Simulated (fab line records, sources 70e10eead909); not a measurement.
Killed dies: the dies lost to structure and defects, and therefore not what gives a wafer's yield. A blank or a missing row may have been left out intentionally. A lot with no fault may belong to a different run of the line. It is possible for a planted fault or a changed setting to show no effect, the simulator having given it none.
Chamber matching + flow nand harc + 3 sister chambers for NHARC_A_M0_DEP_32 on pecvd-02
The step deposits SiCN, target thk 30 nm. 16 wafers are shown with their chamber, then 8 later ones without.

== WAFERS WITH THEIR CHAMBER ==
| wafer  | chamber | heater power w (W) |
|--------|---------|--------------------|
| L075.1 | 2       | 438                |
| L075.3 | 1       | 733                |
| L075.5 | 2       | 459                |
| L076.2 | 1       | 699                |
| L076.4 | 1       | 713                |
| L076.6 | 0       | 676                |
| L078.2 | 0       | 616                |
| L078.4 | 1       | 643                |
| L078.5 | 2       | 488                |
| L083.1 | 1       | 719                |
| L083.4 | 1       | 706                |
| L083.6 | 0       | 566                |
| L079.1 | 1       | 624                |
| L079.2 | 0       | 675                |
| L079.6 | 2       | 436                |
| L086.1 | 2       | 444                |

SIGNATURES, as means of the wafers listed above
| reading        | chamber 0 | chamber 1 | chamber 2 | scatter within a chamber |
|----------------|-----------|-----------|-----------|--------------------------|
| heater power w | 633.25    | 691.00    | 453.00    | 39.6                     |
Rule: a wafer's distance from a chamber is the root of the sum, over the readings, of the square of ((its reading less the chamber's mean) divided by the reading's scatter). If the next closest chamber is less than 2 further off than the closest, the wafer can't be placed; otherwise it belongs to the closest. How the scatter is found: for the shown wafers, subtract from each reading the mean of its chamber, square and add these, divide the total by (wafers less chambers), then take the root.

== WAFERS WITHOUT THEIR CHAMBER ==
| wafer  | heater power w (W) |
|--------|--------------------|
| L086.2 | 702                |
| L086.4 | 440                |
| L086.3 | 550                |
| L086.5 | 558                |
| L086.6 | 666                |
| L087.2 | 615                |
| L087.3 | 606                |
| L087.4 | 394                |

== WHICH CHAMBER EACH WENT THROUGH ==
| wafer  | from the rows above          | in truth |
|--------|------------------------------|----------|
| L086.2 | can't be placed: 1 or 0      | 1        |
| L086.4 | 2                            | 2        |
| L086.3 | can't be placed: 0 or 2 or 1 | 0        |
| L086.5 | can't be placed: 0 or 2 or 1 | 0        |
| L086.6 | can't be placed: 1 or 0      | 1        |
| L087.2 | can't be placed: 0 or 1      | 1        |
| L087.3 | can't be placed: 0 or 1      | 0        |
| L087.4 | 2                            | 2        |
Correct placement for 2 of the 8. Cannot be placed on the basis of these rows: 6; the candidates contain the true chamber in 6. Number placed wrongly: 0.
